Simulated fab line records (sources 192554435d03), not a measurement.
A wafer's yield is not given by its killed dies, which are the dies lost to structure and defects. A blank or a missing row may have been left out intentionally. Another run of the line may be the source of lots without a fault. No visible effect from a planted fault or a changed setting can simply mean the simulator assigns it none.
2 desks, one fault :: flow n5-finfet :: each desk has only its own numbers; what lay behind them comes last

## METROLOGY DESK
What the gauges read for every lot (on any tool): the sampled wafers with a number, averaged. Marked OUT: a lot whose mean sits more than 4 standard deviations from the usual mean, which makes it out of limits; the brackets give that distance.
Columns: A = cd-nm at N5_BEOL_M6_CD_MEAS_18, usual 40.1 nm; B = trench-depth-nm at N5_BEOL_M6_OCD_MEAS_38, usual 93.5 nm; C = cd-nm at N5_BEOL_M6_CD_MEAS_35, usual 40.1 nm; D = M6_THK at N5_BEOL_M6_THK_MEAS_53, usual 79.5 nm; E = M6_RS at N5_BEOL_M6_RS_MEAS_57, usual 0.291 ohm/sq
lot: L450
first seen here: day 8 14:27
A: 41.4
B: 91.8
C: 41.4
D: 76.3
E: 0.303

lot: L453
first seen here: day 9 21:29
A: 40.3
B: 93.6
C: 40.3
D: 80.1
E: 0.291

lot: L456
first seen here: day 10 14:16
A: 40.8
B: 96.6
C: 40.5
D: 84.8
E: 0.272

lot: L458
first seen here: day 10 14:54
A: 39.6
B: 102.5
C: 39.9
D: 88.8
E: 0.255

lot: L459
first seen here: day 11 06:35
A: 40.6
B: 101.9
C: 40.9
D: 86.5
E: 0.260

lot: L468
first seen here: day 13 21:22
A: 40.7
B: 95.9
C: 41.0
D: 82.6
E: 0.280

lot: L470
first seen here: day 14 04:13
A: 40.3
B: 91.4
C: 39.9
D: 77.3
E: 0.305

lot: L467
first seen here: day 14 11:26
A: 39.4
B: 94.5
C: 39.5
D: 80.8
E: 0.287

lot: L471
first seen here: day 14 18:32
A: 40.3
B: 95.5
C: 40.1
D: 80.4
E: 0.289

lot: L472
first seen here: day 15 10:08
A: 39.9
B: 89.0
C: 39.8
D: 74.9
E: 0.312
Result from this desk: across the 10 lots, nothing is out of limits.

## TOOL OWNER'S DESK, rie-diel-02
The tool's own readings at N5_BEOL_M6_TRENCH_ETCH_37 (etches SiCOH lowk in C4F6/O2, target depth 94.435 nm, time 31.5 s): means of the sampled wafers that have a number, for each lot that ran on this tool. Marked OUT: a lot whose mean sits more than 4 standard deviations from the usual mean, which makes it out of limits; the brackets give that distance. Of its 10 readings 7 are shown: the one that was out of limits first, and those that lie furthest out on some lot.
Columns: A = chamber-pressure-mTorr at N5_BEOL_M6_TRENCH_ETCH_37, usual 30.004 mTorr; B = mfc-ar-sccm at N5_BEOL_M6_TRENCH_ETCH_37, usual 299.9 sccm; C = oes_f_703_au at N5_BEOL_M6_TRENCH_ETCH_37, usual 0.77 a.u.; D = oes_o_777_au at N5_BEOL_M6_TRENCH_ETCH_37, usual 0.78 a.u.; E = rf-fwd-power-W at N5_BEOL_M6_TRENCH_ETCH_37, usual 339.5 W; F = rf-vpp-V at N5_BEOL_M6_TRENCH_ETCH_37, usual 674 V; G = showerhead-plenum-p-Torr at N5_BEOL_M6_TRENCH_ETCH_37, usual 2.91 Torr
lot: L450
first seen here: day 8 17:55
A: 30.002
B: 299.7
C: 0.78
D: 0.78
E: 341.2
F: 661
G: 3.02

lot: L453
first seen here: day 9 23:13
A: 29.988
B: 299.7
C: 0.77
D: 0.78
E: 340.4
F: 674
G: 2.89

lot: L458
first seen here: day 10 16:26
A: 30.024
B: 300.1
C: 1.01
D: 0.97
E: 423.0 (+49) OUT
F: 600 (-5.7) OUT
G: 2.90

lot: L459
first seen here: day 11 07:32
A: 30.010
B: 299.8
C: 0.98
D: 0.96
E: 422.2 (+49) OUT
F: 604 (-5.4) OUT
G: 2.89

lot: L467
first seen here: day 14 14:01
A: 30.032
B: 298.5
C: 0.74
D: 0.73
E: 341.0
F: 673
G: 2.90

lot: L471
first seen here: day 14 19:46
A: 30.017
B: 300.4
C: 0.76
D: 0.76
E: 339.7
F: 671
G: 2.82

lot: L472
first seen here: day 15 12:17
A: 30.032
B: 301.0
C: 0.72
D: 0.72
E: 341.8
F: 664
G: 3.00
This desk's finding: out of limits on L458, L459; first on L458, day 10 16:26 (rf-fwd-power-W at N5_BEOL_M6_TRENCH_ETCH_37). L450, L453, L467, L471, L472 stayed within limits.

## TAKEN TOGETHER
The tool owner's desk could have raised an alarm at day 10 16:26, on L458, L459.
From the metrology desk's view, nothing was out of limits.
The metrology desk holds a record of L458, L459, inside its limits.
The lots listed all ran N5_BEOL_M6_TRENCH_ETCH_37 on rie-diel-02.

## WHAT THE SIMULATOR PUT IN
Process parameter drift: rie-diel-02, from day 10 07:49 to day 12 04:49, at N5_BEOL_M6_TRENCH_ETCH_37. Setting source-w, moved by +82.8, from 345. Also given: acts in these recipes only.
Lots struck among those shown: L458, L459.
Hours from the fault's start to each desk's first reading out of limits: the tool owner's desk, 9.
